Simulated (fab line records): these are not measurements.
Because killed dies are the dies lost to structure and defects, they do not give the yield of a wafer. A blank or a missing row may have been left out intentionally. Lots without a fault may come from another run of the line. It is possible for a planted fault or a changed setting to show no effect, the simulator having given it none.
What tool caused it? / flow n5 finfet / 10 lots with 26 wafers sampled at 5 steps, on a route of 1938 steps

WHAT THE GAUGES SHOWED, per wafer
N5_SD_EPI_N_EPI_MEAS_23. Usual: thk nm at 58.6 nm, with a standard deviation of 1.3.
lot=L652; measured=day 3 04:19; on=film metro-02; thk nm (nm)=58.4 58.1 58.0; flag=
lot=L653; measured=day 3 11:05; on=film metro-02; thk nm (nm)=57.2 57.9 59.5; flag=
lot=L654; measured=day 3 19:02; on=film metro-02; thk nm (nm)=54.3 59.2 58.0; flag=
lot=L660; measured=day 5 07:14; on=film metro-02; thk nm (nm)=58.4 56.2; flag=
lot=L661; measured=day 5 10:07; on=film metro-02; thk nm (nm)=59.6 57.0; flag=
lot=L664; measured=day 6 06:07; on=film metro-01; thk nm (nm)=59.4 60.4; flag=
lot=L669; measured=day 7 10:40; on=film metro-01; thk nm (nm)=59.9 59.4 59.0; flag=
lot=L672; measured=day 8 08:12; on=film metro-01; thk nm (nm)=58.8 59.4 62.3; flag=
lot=L673; measured=day 8 13:59; on=film metro-01; thk nm (nm)=59.7 58.7; flag=
lot=L675; measured=day 8 22:35; on=film metro-01; thk nm (nm)=59.4 57.8 58.0; flag=

N5_BEOL_M4_RC_MEAS_101. Usual: DIBL_N 36.3 mV/V, standard deviation 1.7; DIBL_P 36.5 mV/V, standard deviation 2.1; IOFF_N 0.16 nA/um, standard deviation 0.03; IOFF_P 0.22 nA/um, standard deviation 0.035; ION_N 675 uA/um, standard deviation 11; ION_P 465 uA/um, standard deviation 7.1; SS_N 71.5 mV/dec, standard deviation 0.62; SS_P 73.3 mV/dec, standard deviation 0.64; VT_N 250 mV, standard deviation 3.1; VT_P -249.1 mV, standard deviation 3.
lot=L652; measured=day 8 02:34; on=prober-01; DIBL_N (mV/V)=37.8 37.7 35.5; DIBL_P (mV/V)=38.9 38.4 36.7; IOFF_N (nA/um)=0.19 0.19 0.15; IOFF_P (nA/um)=0.26 0.27 0.23; ION_N (uA/um)=682 686 675; ION_P (uA/um)=470 473 469; SS_N (mV/dec)=72.1 72.0 71.0; SS_P (mV/dec)=73.8 73.4 72.5; VT_N (mV)=246 248 252; VT_P (mV)=-245.8 -246.1 -248.8; flag=
lot=L653; measured=day 7 21:03; on=prober-01; DIBL_N (mV/V)=35.2 37.2 34.7; DIBL_P (mV/V)=35.6 38.1 35.4; IOFF_N (nA/um)=0.15 0.18 0.14; IOFF_P (nA/um)=0.23 0.28 0.23; ION_N (uA/um)=683 671 673; ION_P (uA/um)=472 469 473; SS_N (mV/dec)=71.4 71.3 70.8; SS_P (mV/dec)=72.4 73.8 72.9; VT_N (mV)=249 246 252; VT_P (mV)=-244.8 -244.1 -244.3; flag=
lot=L654; measured=day 8 13:50; on=prober-02; DIBL_N (mV/V)=36.3 39.2 34.9; DIBL_P (mV/V)=36.0 38.8 33.5; IOFF_N (nA/um)=0.15 0.22 0.13; IOFF_P (nA/um)=0.21 0.24 0.16; ION_N (uA/um)=670 679 668; ION_P (uA/um)=464 462 455; SS_N (mV/dec)=71.2 71.9 70.1; SS_P (mV/dec)=72.9 73.5 72.4; VT_N (mV)=251 245 251; VT_P (mV)=-248.5 -249.6 -255.4; flag=
lot=L660; measured=day 10 00:52; on=prober-01; DIBL_N (mV/V)=36.9 36.4; DIBL_P (mV/V)=36.6 36.6; IOFF_N (nA/um)=0.17 0.16; IOFF_P (nA/um)=0.22 0.22; ION_N (uA/um)=680 677; ION_P (uA/um)=464 466; SS_N (mV/dec)=72.2 71.0; SS_P (mV/dec)=72.9 72.9; VT_N (mV)=250 249; VT_P (mV)=-248.9 -249.9; flag=
lot=L661; measured=day 10 03:26; on=prober-02; DIBL_N (mV/V)=38.1 36.9; DIBL_P (mV/V)=36.5 36.0; IOFF_N (nA/um)=0.17 0.15; IOFF_P (nA/um)=0.23 0.22; ION_N (uA/um)=684 661; ION_P (uA/um)=472 462; SS_N (mV/dec)=71.6 71.7; SS_P (mV/dec)=73.5 73.3; VT_N (mV)=248 252; VT_P (mV)=-248.6 -247.5; flag=
lot=L664; measured=day 13 12:17; on=prober-01; DIBL_N (mV/V)=34.9 37.6; DIBL_P (mV/V)=35.5 40.1; IOFF_N (nA/um)=0.14 0.21; IOFF_P (nA/um)=0.19 0.27; ION_N (uA/um)=670 699; ION_P (uA/um)=457 473; SS_N (mV/dec)=72.2 72.7; SS_P (mV/dec)=73.0 73.6; VT_N (mV)=252 243; VT_P (mV)=-250.4 -246.4; flag=
lot=L669; measured=day 14 09:51; on=prober-01; DIBL_N (mV/V)=35.2 33.0 36.3; DIBL_P (mV/V)=36.0 35.1 38.6; IOFF_N (nA/um)=0.13 0.12 0.15; IOFF_P (nA/um)=0.18 0.16 0.22; ION_N (uA/um)=661 669 668; ION_P (uA/um)=457 457 466; SS_N (mV/dec)=71.8 70.7 70.7; SS_P (mV/dec)=72.7 71.9 73.0; VT_N (mV)=254 253 253; VT_P (mV)=-253.5 -253.4 -248.7; flag=
lot=L672; measured=day 13 20:59; on=prober-01; DIBL_N (mV/V)=38.4 36.6 37.4; DIBL_P (mV/V)=36.9 34.3 36.5; IOFF_N (nA/um)=0.19 0.15 0.18; IOFF_P (nA/um)=0.25 0.21 0.24; ION_N (uA/um)=681 674 694; ION_P (uA/um)=468 468 474; SS_N (mV/dec)=72.3 71.7 71.3; SS_P (mV/dec)=73.4 73.4 73.3; VT_N (mV)=246 248 246; VT_P (mV)=-245.4 -246.7 -247.4; flag=
lot=L673; measured=day 14 15:30; on=prober-01; DIBL_N (mV/V)=36.0 37.3; DIBL_P (mV/V)=35.6 36.9; IOFF_N (nA/um)=0.14 0.16; IOFF_P (nA/um)=0.19 0.21; ION_N (uA/um)=664 685; ION_P (uA/um)=456 462; SS_N (mV/dec)=71.3 71.8; SS_P (mV/dec)=72.3 73.2; VT_N (mV)=251 250; VT_P (mV)=-252.3 -249.8; flag=
lot=L675; measured=day 14 20:30; on=prober-02; DIBL_N (mV/V)=36.4 34.0 36.9; DIBL_P (mV/V)=38.1 35.8 38.7; IOFF_N (nA/um)=0.16 0.13 0.19; IOFF_P (nA/um)=0.23 0.20 0.24; ION_N (uA/um)=671 686 691; ION_P (uA/um)=467 475 480; SS_N (mV/dec)=71.5 70.5 71.2; SS_P (mV/dec)=73.8 73.1 73.9; VT_N (mV)=252 253 245; VT_P (mV)=-246.8 -248.7 -246.6; flag=

TOOL THAT RAN EACH LOT (tool first, then ch and the chambers of the sampled wafers, then the start)
lot=L652; N5_SD_EPI_P_ETCHBACK_46=rie diel-03 ch 1,2, day 3 06:29; N5_SD_EPI_P_ETCH_47=rie diel-03 ch 1,2, day 3 06:35; N5_SD_EPI_P_STRIP_40=plasma asher-01 ch 0,1, day 3 06:55
lot=L653; N5_SD_EPI_P_ETCHBACK_46=rie diel-03 ch 0,3, day 3 12:28; N5_SD_EPI_P_ETCH_47=rie diel-03 ch 0,3, day 3 12:34; N5_SD_EPI_P_STRIP_40=plasma asher-01 ch 0,1, day 3 12:56
lot=L654; N5_SD_EPI_P_ETCHBACK_46=rie diel-02 ch 1,3, day 3 20:44; N5_SD_EPI_P_ETCH_47=rie diel-02 ch 1,3, day 3 20:50; N5_SD_EPI_P_STRIP_40=plasma asher-01 ch 0,1, day 3 21:10
lot=L660; N5_SD_EPI_P_ETCHBACK_46=rie diel-03 ch 1, day 5 08:41; N5_SD_EPI_P_ETCH_47=rie diel-03 ch 1, day 5 08:47; N5_SD_EPI_P_STRIP_40=plasma asher-02 ch 0,1, day 5 09:13
lot=L661; N5_SD_EPI_P_ETCHBACK_46=rie diel-03 ch 2,3, day 5 11:35; N5_SD_EPI_P_ETCH_47=rie diel-03 ch 2,3, day 5 11:41; N5_SD_EPI_P_STRIP_40=plasma asher-02 ch 0,1, day 5 12:01
lot=L664; N5_SD_EPI_P_ETCHBACK_46=rie diel-03 ch 0,3, day 6 07:37; N5_SD_EPI_P_ETCH_47=rie diel-03 ch 0,3, day 6 07:43; N5_SD_EPI_P_STRIP_40=plasma asher-02 ch 0,1, day 6 08:02
lot=L669; N5_SD_EPI_P_ETCHBACK_46=rie diel-02 ch 0,1,3, day 7 12:32; N5_SD_EPI_P_ETCH_47=rie diel-02 ch 0,1,3, day 7 12:38; N5_SD_EPI_P_STRIP_40=plasma asher-02 ch 0,1, day 7 12:59
lot=L672; N5_SD_EPI_P_ETCHBACK_46=rie diel-02 ch 0,1,2, day 8 09:56; N5_SD_EPI_P_ETCH_47=rie diel-02 ch 0,1,2, day 8 10:02; N5_SD_EPI_P_STRIP_40=plasma asher-02 ch 0,1, day 8 10:21
lot=L673; N5_SD_EPI_P_ETCHBACK_46=rie diel-03 ch 0,3, day 8 15:28; N5_SD_EPI_P_ETCH_47=rie diel-03 ch 0,3, day 8 15:34; N5_SD_EPI_P_STRIP_40=plasma asher-02 ch 0,1, day 8 15:55
lot=L675; N5_SD_EPI_P_ETCHBACK_46=rie diel-03 ch 0,1,2, day 9 00:10; N5_SD_EPI_P_ETCH_47=rie diel-03 ch 0,1,2, day 9 00:16; N5_SD_EPI_P_STRIP_40=plasma asher-02 ch 0,1, day 9 00:33
- N5_SD_EPI_P_ETCHBACK_46: etches SiNx in CH3F/O2, stops on SiO2, target depth 17.5 nm.
- N5_SD_EPI_P_ETCH_47: etches SiOCN in CH3F/O2, target depth 25 nm.
- N5_SD_EPI_P_STRIP_40: strips in N2/H2.

AS READ BY THE TOOLS THEMSELVES (means over the sampled wafers that have a number; for cases with no such wafer, the mark the record gives instead)
N5_SD_EPI_P_ETCHBACK_46. Usual: O2_flow_sccm 20.00 sccm, standard deviation 0.056; drypump motor current A 5.7 A, standard deviation 0.36; oes product au 0.65 a.u., standard deviation 0.065; rf vpp V 296 V, standard deviation 4.5; showerhead plenum p Torr 2.00 Torr, standard deviation 0.056; throttle valve pct 16.46 %, standard deviation 0.24.
lot=L652; tool=rie diel-03; O2_flow_sccm (sccm)=20.02; drypump motor current A (A)=5.5; oes product au (a.u.)=0.61; rf vpp V (V)=300; showerhead plenum p Torr (Torr)=2.01; throttle valve pct (%)=16.70; flag=
lot=L653; tool=rie diel-03; O2_flow_sccm (sccm)=20.01; drypump motor current A (A)=5.5; oes product au (a.u.)=0.64; rf vpp V (V)=294; showerhead plenum p Torr (Torr)=1.97; throttle valve pct (%)=16.56; flag=
lot=L654; tool=rie diel-02; O2_flow_sccm (sccm)=20.06; drypump motor current A (A)=5.8; oes product au (a.u.)=0.61; rf vpp V (V)=292; showerhead plenum p Torr (Torr)=1.92; throttle valve pct (%)=16.45; flag=
lot=L660; tool=rie diel-03; O2_flow_sccm (sccm)=20.05; drypump motor current A (A)=5.2; oes product au (a.u.)=0.59; rf vpp V (V)=292; showerhead plenum p Torr (Torr)=2.05; throttle valve pct (%)=16.70; flag=
lot=L661; tool=rie diel-03; O2_flow_sccm (sccm)=19.97; drypump motor current A (A)=5.7; oes product au (a.u.)=0.61; rf vpp V (V)=298; showerhead plenum p Torr (Torr)=2.02; throttle valve pct (%)=16.62; flag=
lot=L664; tool=rie diel-03; O2_flow_sccm (sccm)=19.92; drypump motor current A (A)=5.6; oes product au (a.u.)=0.62; rf vpp V (V)=294; showerhead plenum p Torr (Torr)=1.98; throttle valve pct (%)=16.59; flag=
lot=L669; tool=rie diel-02; O2_flow_sccm (sccm)=20.01; drypump motor current A (A)=6.1; oes product au (a.u.)=0.67; rf vpp V (V)=297; showerhead plenum p Torr (Torr)=2.03; throttle valve pct (%)=16.22; flag=
lot=L672; tool=rie diel-02; O2_flow_sccm (sccm)=19.99; drypump motor current A (A)=6.3; oes product au (a.u.)=0.66; rf vpp V (V)=298; showerhead plenum p Torr (Torr)=2.00; throttle valve pct (%)=16.20; flag=
lot=L673; tool=rie diel-03; O2_flow_sccm (sccm)=20.02; drypump motor current A (A)=5.5; oes product au (a.u.)=0.61; rf vpp V (V)=294; showerhead plenum p Torr (Torr)=1.98; throttle valve pct (%)=16.63; flag=
lot=L675; tool=rie diel-03; O2_flow_sccm (sccm)=19.99; drypump motor current A (A)=5.4; oes product au (a.u.)=0.67; rf vpp V (V)=295; showerhead plenum p Torr (Torr)=1.98; throttle valve pct (%)=16.59; flag=

N5_SD_EPI_P_ETCH_47. Usual: O2_flow_sccm 20.00 sccm, standard deviation 0.053; drypump motor current A 5.7 A, standard deviation 0.36; oes product au 0.75 a.u., standard deviation 0.082; rf vpp V 126.7 V, standard deviation 2; showerhead plenum p Torr 2.00 Torr, standard deviation 0.056; throttle valve pct 16.44 %, standard deviation 0.24.
lot=L652; tool=rie diel-03; O2_flow_sccm (sccm)=19.98; drypump motor current A (A)=5.5; oes product au (a.u.)=0.70; rf vpp V (V)=127.3; showerhead plenum p Torr (Torr)=2.01; throttle valve pct (%)=16.67; flag=
lot=L653; tool=rie diel-03; O2_flow_sccm (sccm)=19.97; drypump motor current A (A)=5.6; oes product au (a.u.)=0.74; rf vpp V (V)=125.5; showerhead plenum p Torr (Torr)=1.97; throttle valve pct (%)=16.55; flag=
lot=L654; tool=rie diel-02; O2_flow_sccm (sccm)=20.01; drypump motor current A (A)=5.8; oes product au (a.u.)=0.70; rf vpp V (V)=126.4; showerhead plenum p Torr (Torr)=1.92; throttle valve pct (%)=16.41; flag=
lot=L660; tool=rie diel-03; O2_flow_sccm (sccm)=20.05; drypump motor current A (A)=5.2; oes product au (a.u.)=0.67; rf vpp V (V)=124.5; showerhead plenum p Torr (Torr)=2.05; throttle valve pct (%)=16.69; flag=
lot=L661; tool=rie diel-03; O2_flow_sccm (sccm)=19.99; drypump motor current A (A)=5.7; oes product au (a.u.)=0.69; rf vpp V (V)=127.8; showerhead plenum p Torr (Torr)=2.02; throttle valve pct (%)=16.61; flag=
lot=L664; tool=rie diel-03; O2_flow_sccm (sccm)=19.93; drypump motor current A (A)=5.6; oes product au (a.u.)=0.72; rf vpp V (V)=126.1; showerhead plenum p Torr (Torr)=1.98; throttle valve pct (%)=16.56; flag=
lot=L669; tool=rie diel-02; O2_flow_sccm (sccm)=19.95; drypump motor current A (A)=6.1; oes product au (a.u.)=0.78; rf vpp V (V)=127.3; showerhead plenum p Torr (Torr)=2.03; throttle valve pct (%)=16.18; flag=
lot=L672; tool=rie diel-02; O2_flow_sccm (sccm)=20.00; drypump motor current A (A)=6.3; oes product au (a.u.)=0.76; rf vpp V (V)=128.3; showerhead plenum p Torr (Torr)=2.00; throttle valve pct (%)=16.17; flag=
lot=L673; tool=rie diel-03; O2_flow_sccm (sccm)=20.02; drypump motor current A (A)=5.6; oes product au (a.u.)=0.70; rf vpp V (V)=125.8; showerhead plenum p Torr (Torr)=1.98; throttle valve pct (%)=16.61; flag=
lot=L675; tool=rie diel-03; O2_flow_sccm (sccm)=19.99; drypump motor current A (A)=5.4; oes product au (a.u.)=0.79; rf vpp V (V)=125.9; showerhead plenum p Torr (Torr)=1.98; throttle valve pct (%)=16.57; flag=

N5_SD_EPI_P_STRIP_40. Usual: drypump motor current A 5.5 A, standard deviation 0.37; heater power w 343 W, standard deviation 47; oes product au 0.763 a.u., standard deviation 0.011; temp c 250.00 C, standard deviation 0.18.
lot=L652; tool=plasma asher-01; drypump motor current A (A)=5.8; heater power w (W)=354; oes product au (a.u.)=0.751; temp c (C)=249.98; flag=
lot=L653; tool=plasma asher-01; drypump motor current A (A)=5.9; heater power w (W)=374; oes product au (a.u.)=0.758; temp c (C)=250.07; flag=
lot=L654; tool=plasma asher-01; drypump motor current A (A)=5.9; heater power w (W)=367; oes product au (a.u.)=0.759; temp c (C)=249.95; flag=
lot=L660; tool=plasma asher-02; drypump motor current A (A)=5.4; heater power w (W)=334; oes product au (a.u.)=0.768; temp c (C)=250.14; flag=
lot=L661; tool=plasma asher-02; drypump motor current A (A)=5.3; heater power w (W)=339; oes product au (a.u.)=0.742; temp c (C)=249.93; flag=
lot=L664; tool=plasma asher-02; drypump motor current A (A)=5.4; heater power w (W)=333; oes product au (a.u.)=0.766; temp c (C)=250.00; flag=
lot=L669; tool=plasma asher-02; drypump motor current A (A)=5.5; heater power w (W)=352; oes product au (a.u.)=0.761; temp c (C)=249.91; flag=
lot=L672; tool=plasma asher-02; drypump motor current A (A)=5.5; heater power w (W)=353; oes product au (a.u.)=0.760; temp c (C)=250.02; flag=
lot=L673; tool=plasma asher-02; drypump motor current A (A)=5.4; heater power w (W)=336; oes product au (a.u.)=0.762; temp c (C)=250.15; flag=
lot=L675; tool=plasma asher-02; drypump motor current A (A)=5.2; heater power w (W)=318; oes product au (a.u.)=0.765; temp c (C)=250.07; flag=

THE ANSWER, worked out from the rows above alone
Rule: a lot is off if the mean of its wafers that have a number lies more than 3 standard deviations from the usual mean. A lot without any number at a reading at which 4 lots or more have one is off too. Any other lot the step has rows for is counted as sound. After the gauges, taken in route order, come the tools' own readings; for these a lot's mean is taken, as printed above. At the first step where some lot is off, the reading lying furthest off is the one used; lots without a number count as furthest.
None of the lots is off at any reading shown; this tells nothing.

WHAT THE SIMULATOR HAD PUT IN
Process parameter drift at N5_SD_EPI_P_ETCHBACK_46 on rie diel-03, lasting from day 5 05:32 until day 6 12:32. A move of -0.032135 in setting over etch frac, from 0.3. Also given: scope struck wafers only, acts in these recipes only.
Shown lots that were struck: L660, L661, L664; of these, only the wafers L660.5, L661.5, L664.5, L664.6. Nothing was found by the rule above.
